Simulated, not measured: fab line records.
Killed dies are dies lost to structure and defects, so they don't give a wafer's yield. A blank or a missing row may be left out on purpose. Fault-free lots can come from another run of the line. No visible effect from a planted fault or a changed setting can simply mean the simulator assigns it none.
A lot that was struck, set against a sound lot + flow n5_finfet + 36 steps out of a route of 1938
Sound: the wafers L891.2, L891.3, L891.4. The struck wafers were L880.2, L880.3, L880.4. At the end, the cause is stated.
Order at every step that has rows: each side's tool, ch and its chambers, its first start. Under that, the readings that differ: sound wafers + struck wafers + difference of the means + sigmas: that difference in standard deviations of wafers without a fault.
alike: readings with means less than 2 such deviations apart, plus words and numbers identical on both sides. not compared: withheld readings, readings lacking a value on some wafer, bounds such as >300 that could conceal the same value, and numbers that have no deviation in the record and whose values overlap.
A row with sigmas, a row that says differs or no value, or rows on one side alone: a step with any of these is where the two part. Non-overlapping numbers with no deviation appear without sigmas and do not part them. A reading that every wafer of one side lacks parts them only if that side has two wafers or more.

first, 9 steps without rows for these wafers: N5_BEOL_M4_ANNEAL_95 (time 240 s); N5_BEOL_M4_SPUTTER_96 (material Cu, target thk 4.5 nm, time 8.29 s); N5_BEOL_M4_ECD_50 (material Cu, target thk 300 nm); N5_BEOL_M4_ANNEAL_51 (time 90 s); N5_BEOL_M4_CMP_52 (polishes, stops on SiOC, t overpolish 6.8 s, target thk 40 nm); N5_BEOL_M4_PRE_CLEAN_60 (time 15 s); N5_BEOL_M4_CO_CAP_55 (material Co, precursor CCTBA/H2, target thk 2 nm, time 102.1 s); N5_BEOL_M4_PRE_CLEAN_56 (time 15 s); N5_BEOL_M4_DEP_57 (deposits SiCN from 3MS/NH3, target thk 8 nm, time 14 s).
N5_BEOL_M4_RC_MEAS_101:
  sound on prober-01 ch 0, day 13 17:31; struck on prober-01 ch 0, day 10 08:47
  alike: DIBL_N, DIBL_P, IOFF_N, IOFF_P, ION_N, ION_P, SS_N, SS_P, VT_N, VT_P
then, 24 steps without rows for these wafers: N5_BEOL_M5_ILD_DEP_00 (deposits SiCOH lowk from DEMS/porogen, target thk 140.64 nm, time 25.9 s); N5_BEOL_M5_CURE_79 (cures SiCOH lowk, time 240 s); N5_BEOL_M5_PECVD_70 (deposits SiO2 from TEOS/O2, target thk 16 nm, time 18 s); N5_BEOL_M5_HM_DEP_02 (deposits TiN, target thk 20 nm); N5_BEOL_M5_COAT_59 (time 60 s, resist thk 60 nm); N5_BEOL_M5_COAT_60 (time 60 s, resist thk 12 nm); N5_BEOL_M5_COAT_71 (time 60 s, resist thk 5 nm); N5_BEOL_M5_COAT_05 (resist thk 30 nm); N5_BEOL_M5_EBR_07; N5_BEOL_M5_SOFTBAKE_06 (time 60 s); N5_BEOL_M5_EXPOSE_08 (exposes mask M5, target cd 28 nm); N5_BEOL_M5_PEB_09 (peb time 60 s); N5_BEOL_M5_DEVELOP_10 (develop time 30 s); N5_BEOL_M5_DESCUM_16 (chemistry O2, time 7 s); N5_BEOL_M5_ETCH_72 (etches underlayer in N2/H2, target depth 6.5 nm, time 5.2 s); N5_BEOL_M5_ETCH_61 (etches SiARC in CF4, target depth 15.6 nm, time 26 s); N5_BEOL_M5_ETCH_62 (etches SOC in N2/H2, target depth 75 nm, overetch 15 nm, time 112.5 s); N5_BEOL_M5_STRIP_63 (strips in N2/H2); N5_BEOL_M5_STRIP_73 (strips in N2/H2); N5_BEOL_M5_STRIP_64 (strips in CF4); N5_BEOL_M5_HM_OPEN_17 (chemistry Cl2/BCl3, target TiN, target depth 20 nm, overetch 6 nm); N5_BEOL_M5_STRIP_19 (strips in O2); N5_BEOL_M5_COAT_65 (time 60 s, resist thk 60 nm); N5_BEOL_M5_COAT_66 (time 60 s, resist thk 12 nm).
N5_BEOL_M6_ETCH_41: etches SiCN in CH3F/O2, target depth 29.7 nm, time 52 s.
  sound on rie_diel-01 ch 0,2,3, day 14 11:53; struck on rie_diel-03 ch 0,1,3, day 11 01:04
  no value came back on the struck wafers for any of 9 readings (CH3F_flow_sccm (sccm), O2_flow_sccm (sccm) and others); on the sound wafers CH3F_flow_sccm (sccm) reads 29.94 30.12 30.02
-- a jump in the record: the struck wafers' starts before and after are 3 days apart (it breaks off in module BEOL_M6 and resumes in module PASSIVATION, where the first step shown is number 1936 of the route) --
N5_PASSIVATION_PROBE_49:
  sound: prober-02 at day 18 03:30; struck: prober-02 at day 14 11:50
| reading                  | sound          | struck         | difference | sigmas      |
|--------------------------|----------------|----------------|------------|-------------|
| defect_limited_yield (%) | 91.7 91.6 90.6 | 0 0 0          | -91        | -61         |
| killed_at_M4_up          | 16 12 14       | 1112 1121 1109 | +1100      | +99 or more |
| killed_dies              | 98 99 111      | 1180 1180 1180 | +1077      | +60         |
| killed_on_rim            | 9 12 13        | 152 152 152    | +141       | +32         |
| sort_bin_5_function (%)  | 4.7 5.2 5.8    | 96.9 97.1 96.7 | +91.7      | +95         |
| sort_n_pass              | 1082 1081 1069 | 0 0 0          | -1077      | -60         |
| sort_yield_pct (%)       | 91.7 91.6 90.6 | 0 0 0          | -91        | -61         |
  alike: killed_at_M0_to_M3, killed_at_contacts, killed_at_front_end, killed_at_other, killed_open, killed_short, sort_bin_6_memory

## WHERE THEY PART
Last at N5_PASSIVATION_PROBE_49 as far as this record goes, first at N5_BEOL_M6_ETCH_41.

WHY: what the simulator had put in
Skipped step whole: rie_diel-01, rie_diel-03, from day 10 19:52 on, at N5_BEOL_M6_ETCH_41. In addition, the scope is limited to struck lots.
